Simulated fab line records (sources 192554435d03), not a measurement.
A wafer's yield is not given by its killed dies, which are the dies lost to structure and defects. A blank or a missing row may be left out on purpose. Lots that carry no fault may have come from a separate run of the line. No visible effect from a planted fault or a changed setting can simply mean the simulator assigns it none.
Chamber matching + flow n5-finfet + 3 sister chambers for N5_PASSIVATION_PECVD_00 on pecvd-04
The step deposits SiO2 from SiH4/N2O, target thk 200 nm, time 11.2 s. 6 wafers are shown with their chamber, then 10 later ones without.

## WAFERS, EACH WITH ITS CHAMBER
| wafer  | chamber | showerhead-plenum-p-Torr (Torr) | throttle-valve-pct (%) |
|--------|---------|---------------------------------|------------------------|
| L084.2 | 2       | 8.25                            | 51.1                   |
| L085.3 | 2       | 8.26                            | 50.9                   |
| L085.4 | 0       | 8.12                            | 53.5                   |
| L085.5 | 1       | 8.05                            | 51.9                   |
| L090.3 | 1       | 8.02                            | 51.9                   |
| L090.5 | 0       | 8.14                            | 53.8                   |

## WAFERS WITH NO CHAMBER GIVEN
| wafer  | showerhead-plenum-p-Torr (Torr) | throttle-valve-pct (%) |
|--------|---------------------------------|------------------------|
| L090.6 | 8.04                            | 52.0                   |
| L094.4 | 8.04                            | 52.0                   |
| L094.5 | 8.24                            | 51.0                   |
| L094.6 | 8.13                            | 53.4                   |
| L096.1 | 8.11                            | 53.8                   |
| L096.2 | 8.26                            | 51.4                   |
| L096.5 | 8.26                            | 51.1                   |
| L097.2 | 8.25                            | 51.2                   |
| L097.3 | 8.26                            | 51.3                   |
| L097.4 | 8.14                            | 53.5                   |

## CHAMBER TAKEN BY EACH
| wafer  | from the rows above | in truth |
|--------|---------------------|----------|
| L090.6 | 1                   | 1        |
| L094.4 | 1                   | 1        |
| L094.5 | 2                   | 2        |
| L094.6 | 0                   | 0        |
| L096.1 | 0                   | 0        |
| L096.2 | 2                   | 2        |
| L096.5 | 2                   | 2        |
| L097.2 | 2                   | 2        |
| L097.3 | 2                   | 2        |
| L097.4 | 0                   | 0        |
Placed correctly: 10 of 10. Number that these rows cannot place: 0. 0 placed wrongly.
How it was worked out, from the rows above alone: a wafer's distance from a chamber is the root of the sum, over the readings, of the square of ((its reading less the chamber's mean) divided by the reading's scatter). The wafer belongs to the nearest chamber; if the next one is less than 2 further off, it can't be placed. For every chamber, the mean is computed from those of its wafers that are shown. The scatter is the square root of a quotient: the sum, over the shown wafers, of each reading's squared deviation from its chamber's mean, divided by wafers minus chambers.
